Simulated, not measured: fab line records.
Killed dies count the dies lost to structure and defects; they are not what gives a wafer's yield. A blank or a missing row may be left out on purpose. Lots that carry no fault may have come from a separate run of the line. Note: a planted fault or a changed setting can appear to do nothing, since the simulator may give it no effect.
Matching of chambers    flow nand harc    4 sister chambers for NHARC_A_M1_DESCUM_14 on rie diel-08
The step chemistry O2, time 3 s. 4 wafers are shown with their chamber, then 9 later ones without.

## WAFERS, EACH WITH ITS CHAMBER
wafer   chamber  throttle valve pct (%)
L083.3  1        11.309
L083.6  3        11.308
L086.1  2        11.309
L086.5  0        11.320

## WAFERS WITHOUT THEIR CHAMBER
wafer   throttle valve pct (%)
L089.1  11.321
L089.3  11.315
L089.4  11.303
L088.2  11.312
L088.4  11.306
L088.6  11.298
L090.1  11.312
L090.3  11.319
L090.6  11.308

## WHICH CHAMBER EACH WENT THROUGH
wafer    from the rows above                 in truth
L089.1   0                                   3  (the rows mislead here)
L089.3   can't be placed: 0 or 1 or 2 or 3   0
L089.4   can't be placed: 3 or 1 or 2        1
L088.2   can't be placed: 1 or 2 or 3 or 0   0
L088.4   can't be placed: 3 or 1 or 2        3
L088.6   can't be placed: 3 or 1 or 2        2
L090.1   can't be placed: 1 or 2 or 3 or 0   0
L090.3   0                                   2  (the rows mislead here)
L090.6   can't be placed: 3 or 1 or 2        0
Correct placement for 0 of the 9. From these rows, 7 cannot be placed; in 6 the true chamber is one of the candidates. Number placed wrongly: 2.
How it was worked out, from the rows above alone: a wafer's distance from a chamber is the root of the sum, over the readings, of the square of ((its reading less the chamber's mean) divided by the reading's scatter). The wafer belongs to the nearest chamber; if the next one is less than 2 further off, it can't be placed. The mean given for a chamber averages the wafers shown for that chamber. The scatter: with one shown wafer a chamber, the root of the mean of the squares of how far each hidden wafer lies from its nearest shown one.
